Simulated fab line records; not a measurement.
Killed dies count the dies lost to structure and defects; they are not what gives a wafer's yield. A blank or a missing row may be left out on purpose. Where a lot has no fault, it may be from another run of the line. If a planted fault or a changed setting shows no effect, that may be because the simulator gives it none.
What tool caused it? ; flow n5_finfet ; at 1 step of a route of 1938, 23 lots with 69 wafers sampled

## WHAT THE GAUGES SHOWED, per wafer
N5_MOL_CONTACT_COAG_CD_MEAS_99: the cd target is 17.2 nm. Usual: cd_nm 17.4 nm, standard deviation 0.53.
lot;measured;on;cd_nm (nm);flag
L074;day 4 18:01;cd_sem-02;18.2 17.7 17.8;
L075;day 4 21:50;cd_sem-02;17.3 18.0 16.8;
L076;day 5 03:17;cd_sem-02;16.7 18.0 16.4;
L077;day 5 09:44;cd_sem-01;17.8 16.6 18.2;
L078;day 5 19:57;cd_sem-02;17.3 18.2 18.2;
L079;day 5 21:08;cd_sem-02;17.2 18.2 16.7;
L080;day 6 04:17;cd_sem-03;16.8 18.2 17.3;
L081;day 6 09:54;cd_sem-01;18.0 18.0 17.4;
L082;day 6 16:40;cd_sem-03;17.7 17.8 16.4;
L083;day 6 22:52;cd_sem-03;17.5 17.1 17.5;
L084;day 7 03:53;cd_sem-01;18.0 17.0 16.7;
L085;day 7 11:26;cd_sem-03;17.8 17.1 17.2;
L087;day 7 22:04;cd_sem-01;17.8 16.2 17.9;
L088;day 8 03:26;cd_sem-02;17.3 17.4 17.4;
L089;day 8 09:35;cd_sem-01;17.1 18.2 17.3;
L090;day 8 15:34;cd_sem-01;17.1 17.5 17.8;
L091;day 9 01:55;cd_sem-01;17.6 17.3 16.9;
L092;day 9 04:49;cd_sem-03;17.5 18.2 17.7;
L093;day 9 16:13;cd_sem-03;18.1 17.4 17.2;
L094;day 9 18:16;cd_sem-02;17.1 17.8 17.4;
L095;day 10 04:11;cd_sem-01;16.1 17.5 16.5;
L096;day 10 05:59;cd_sem-02;17.1 16.6 17.2;
L097;day 10 12:08;cd_sem-02;17.1 16.6 16.5;

## TOOL THAT RAN EACH LOT (tool first, then ch and the chambers of the sampled wafers, then the start)
The record shows no process step preceding these readings.

## AS READ BY THE TOOLS THEMSELVES (means over the sampled wafers that have a number; for cases with no such wafer, the mark the record gives instead)
The record holds no such reading with a usual standard deviation.

## THE ANSWER, worked out from the rows above alone
Rule: take the mean of a lot's wafers that have a number; if it is more than 3 standard deviations from the usual mean, the lot is off. A lot without any number at a reading at which 4 lots or more have one is off too. All remaining lots with rows at the step are treated as sound. Order of review: gauges by route order, followed by the tools' own readings, for which a lot's mean as printed above is used. The first step at which some lot is off is used, and at that step the reading that is off furthest; a lot without a number counts as furthest.
Across all readings shown, no lot is off: no conclusion can be drawn from this.

## WHAT WAS PUT IN BY THE SIMULATOR
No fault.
